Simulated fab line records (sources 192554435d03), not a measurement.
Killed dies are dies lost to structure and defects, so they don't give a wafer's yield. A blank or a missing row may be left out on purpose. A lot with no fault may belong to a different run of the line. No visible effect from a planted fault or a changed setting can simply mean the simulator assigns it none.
Matching of chambers / flow n5-finfet / 3 sister chambers for N5_BEOL_M0_SAQP_PECVD_03 on pecvd-01
The step deposits SiCN from 3MS/NH3, target thk 12 nm, time 21.1 s. 18 wafers are shown with their chamber, then 9 later ones without.

== WAFERS, EACH WITH ITS CHAMBER ==
wafer=L076.1; chamber=2; throttle-valve-pct (%)=8.0; showerhead-vpp-V (V)=889; showerhead-plenum-p-Torr (Torr)=3.664
wafer=L076.3; chamber=0; throttle-valve-pct (%)=9.7; showerhead-vpp-V (V)=890; showerhead-plenum-p-Torr (Torr)=3.667
wafer=L076.4; chamber=1; throttle-valve-pct (%)=9.3; showerhead-vpp-V (V)=848; showerhead-plenum-p-Torr (Torr)=3.674
wafer=L080.1; chamber=1; throttle-valve-pct (%)=9.4; showerhead-vpp-V (V)=835; showerhead-plenum-p-Torr (Torr)=3.656
wafer=L080.3; chamber=0; throttle-valve-pct (%)=10.1; showerhead-vpp-V (V)=880; showerhead-plenum-p-Torr (Torr)=3.664
wafer=L080.5; chamber=0; throttle-valve-pct (%)=9.7; showerhead-vpp-V (V)=896; showerhead-plenum-p-Torr (Torr)=3.669
wafer=L082.1; chamber=2; throttle-valve-pct (%)=8.2; showerhead-vpp-V (V)=901; showerhead-plenum-p-Torr (Torr)=3.679
wafer=L082.5; chamber=1; throttle-valve-pct (%)=9.3; showerhead-vpp-V (V)=817; showerhead-plenum-p-Torr (Torr)=3.667
wafer=L082.6; chamber=2; throttle-valve-pct (%)=7.8; showerhead-vpp-V (V)=904; showerhead-plenum-p-Torr (Torr)=3.672
wafer=L085.2; chamber=0; throttle-valve-pct (%)=9.7; showerhead-vpp-V (V)=898; showerhead-plenum-p-Torr (Torr)=3.660
wafer=L085.4; chamber=1; throttle-valve-pct (%)=9.3; showerhead-vpp-V (V)=840; showerhead-plenum-p-Torr (Torr)=3.669
wafer=L085.6; chamber=2; throttle-valve-pct (%)=8.2; showerhead-vpp-V (V)=892; showerhead-plenum-p-Torr (Torr)=3.674
wafer=L088.1; chamber=2; throttle-valve-pct (%)=8.3; showerhead-vpp-V (V)=884; showerhead-plenum-p-Torr (Torr)=3.671
wafer=L088.4; chamber=0; throttle-valve-pct (%)=9.6; showerhead-vpp-V (V)=877; showerhead-plenum-p-Torr (Torr)=3.672
wafer=L088.6; chamber=1; throttle-valve-pct (%)=9.2; showerhead-vpp-V (V)=838; showerhead-plenum-p-Torr (Torr)=3.660
wafer=L089.2; chamber=1; throttle-valve-pct (%)=9.4; showerhead-vpp-V (V)=831; showerhead-plenum-p-Torr (Torr)=3.657
wafer=L089.3; chamber=2; throttle-valve-pct (%)=7.9; showerhead-vpp-V (V)=885; showerhead-plenum-p-Torr (Torr)=3.669
wafer=L089.5; chamber=2; throttle-valve-pct (%)=8.2; showerhead-vpp-V (V)=897; showerhead-plenum-p-Torr (Torr)=3.676

SIGNATURES (means of the wafers above)
reading=throttle-valve-pct; chamber 0=9.760; chamber 1=9.317; chamber 2=8.086; scatter within a chamber=0.161
reading=showerhead-vpp-V; chamber 0=888.20; chamber 1=834.83; chamber 2=893.14; scatter within a chamber=9.16
reading=showerhead-plenum-p-Torr; chamber 0=3.66640; chamber 1=3.66383; chamber 2=3.67214; scatter within a chamber=0.00572
Rule: for a wafer and a chamber, the distance is found by dividing, reading by reading, the gap between the wafer's reading and the chamber's mean by the reading's scatter, squaring, summing and taking the root. If the next closest chamber is less than 2 further off than the closest, the wafer can't be placed; otherwise it belongs to the closest. The scatter: the root of (the sum of the squares of (reading less its chamber's mean) over the shown wafers, divided by (wafers less chambers)).

== WAFERS MISSING THEIR CHAMBER ==
wafer=L090.3; throttle-valve-pct (%)=9.5; showerhead-vpp-V (V)=898; showerhead-plenum-p-Torr (Torr)=3.679
wafer=L090.4; throttle-valve-pct (%)=9.6; showerhead-vpp-V (V)=877; showerhead-plenum-p-Torr (Torr)=3.666
wafer=L090.5; throttle-valve-pct (%)=9.5; showerhead-vpp-V (V)=837; showerhead-plenum-p-Torr (Torr)=3.665
wafer=L093.1; throttle-valve-pct (%)=8.5; showerhead-vpp-V (V)=894; showerhead-plenum-p-Torr (Torr)=3.662
wafer=L093.4; throttle-valve-pct (%)=9.0; showerhead-vpp-V (V)=832; showerhead-plenum-p-Torr (Torr)=3.658
wafer=L093.6; throttle-valve-pct (%)=9.6; showerhead-vpp-V (V)=892; showerhead-plenum-p-Torr (Torr)=3.665
wafer=L097.2; throttle-valve-pct (%)=8.4; showerhead-vpp-V (V)=899; showerhead-plenum-p-Torr (Torr)=3.672
wafer=L097.3; throttle-valve-pct (%)=9.8; showerhead-vpp-V (V)=896; showerhead-plenum-p-Torr (Torr)=3.668
wafer=L097.4; throttle-valve-pct (%)=8.1; showerhead-vpp-V (V)=902; showerhead-plenum-p-Torr (Torr)=3.668

== WHICH CHAMBER EACH ONE RAN IN ==
wafer=L090.3; from the rows above=0; in truth=0
wafer=L090.4; from the rows above=0; in truth=0
wafer=L090.5; from the rows above=1; in truth=1
wafer=L093.1; from the rows above=2; in truth=2
wafer=L093.4; from the rows above=1; in truth=1
wafer=L093.6; from the rows above=0; in truth=0
wafer=L097.2; from the rows above=2; in truth=2
wafer=L097.3; from the rows above=0; in truth=0
wafer=L097.4; from the rows above=2; in truth=2
Correct placement for 9 of the 9. Number that these rows cannot place: 0. Number placed wrongly: 0.
